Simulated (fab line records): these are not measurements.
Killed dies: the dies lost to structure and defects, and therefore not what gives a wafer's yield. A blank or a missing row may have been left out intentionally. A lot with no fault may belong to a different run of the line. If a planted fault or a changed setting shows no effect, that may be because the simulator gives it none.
Split-lot experiment    flow n5-finfet    21 wafers read from 7 lots, route of 1938 steps

THE SPLIT
At N5_BEOL_M5_ETCH_68 (etches SOC in N2/H2, target depth 80 nm, overetch 16 nm, time 120 s), the setting time-s was moved away from the recipe's 120 s on 7 of the 21 wafers read, by -10.7% to +11.6%. This setting was run at the recipe's value on the other wafers.

The split's own step is where the reading is taken.

THE READING
SiARC_of_BEOL_M5_COAT_66.thk-nm (the simulator's own value, which no gauge read), in nm, at N5_BEOL_M5_ETCH_68 (etches SOC in N2/H2, target depth 80 nm, overetch 16 nm, time 120 s). No usual value for it is given in the file. Here, 14 wafers ran the recipe; their average is 6.3 nm with a standard deviation of 0.18 nm.

wafer   tool, chamber at the split  time-s as run, s  against the recipe  SiARC_of_BEOL_M5_COAT_66.thk-nm, nm  against lot-mates on the recipe
L076.1  rie-diel-02, 2              133.8             +11.5%              5.6                                  -0.5
L076.2  rie-diel-02, 3              120               recipe              6.2                                  -
L076.5  rie-diel-02, 1              120               recipe              6                                    -
L080.3  rie-diel-02, 3              133.9             +11.6%              5.6                                  -0.8
L080.5  rie-diel-02, 2              120               recipe              6.4                                  -
L080.6  rie-diel-02, 3              133.9             +11.6%              5.4                                  -1.0
L088.2  rie-diel-04, 2              112.4             -6.3%               6.6                                  +0.2
L088.5  rie-diel-04, 0              120               recipe              6.4                                  -
L088.6  rie-diel-04, 3              112.4             -6.3%               6.8                                  +0.4
L089.2  rie-diel-05, 3              120               recipe              6.4                                  -
L089.5  rie-diel-05, 3              120               recipe              6.4                                  -
L089.6  rie-diel-05, 2              120               recipe              6.6                                  -
L092.1  rie-diel-02, 1              120               recipe              6                                    -
L092.3  rie-diel-02, 0,2            120               recipe              6.4                                  -
L092.4  rie-diel-02, 0,2            120               recipe              6.4                                  -
L095.1  rie-diel-05, 2              107.2             -10.7%              7.2                                  +0.8
L095.4  rie-diel-05, 0              120               recipe              6.2                                  -
L095.6  rie-diel-05, 2              120               recipe              6.6                                  -
L097.2  rie-diel-04, 3              131.5             +9.6%               6                                    -0.4
L097.3  rie-diel-04, 2              120               recipe              6.4                                  -
L097.6  rie-diel-04, 2              120               recipe              6.4                                  -
Rows listing several chambers each stand for several wafers; the file does not say which wafer went through which chamber.

THE FIT
A straight line over all 21 wafers: SiARC_of_BEOL_M5_COAT_66.thk-nm changes by -0.0658 nm for each +1% of time-s; r = -0.91; the points scatter about the line by 0.18 nm.
The same after taking each lot's own level away (the mean of its wafers on the recipe; 21 wafers): -0.0623 nm for each +1%; r = -0.92; scatter 0.16 nm.
The reading moves by 0.72 nm for the largest change in time-s, on that fit.
From 6.10 to 6.47 nm: that is the span of the lots' own levels, equal to 2.1 times the standard deviation above.
The two slopes agree, so the slope changes little with the lot-to-lot level.
Check: -0.7 nm against its lot-mates is what the line predicts for one of the wafers moved furthest among these (+11.6%) when that wafer is left out of the fit. Against them it came out at -0.8 nm.

FURTHER SPLITS ON THESE WAFERS
Note: prior to the reading, these wafers also went through further splits. Each is held against what the fit with the lots' levels taken away leaves over:
other split on the same wafers    wafers away from the commonest value  r with SiARC_of_BEOL_M5_COAT_66.thk-nm (lot level and that fit taken away)
N5_BEOL_M3_COAT_22 spin-rpm       10                                    -0.21
N5_BEOL_M4_EXPOSE_08 dose-mj      8                                     +0.27
N5_BEOL_M4_ETCH_64 bias-w         7                                     -0.25
N5_BEOL_M4_TRENCH_ETCH_37 bias-w  8                                     -0.02

THE FILE'S OWN FIT
SiARC_of_BEOL_M5_COAT_66.thk-nm changes by -0.0594 nm for each +1% of time-s, r = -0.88.
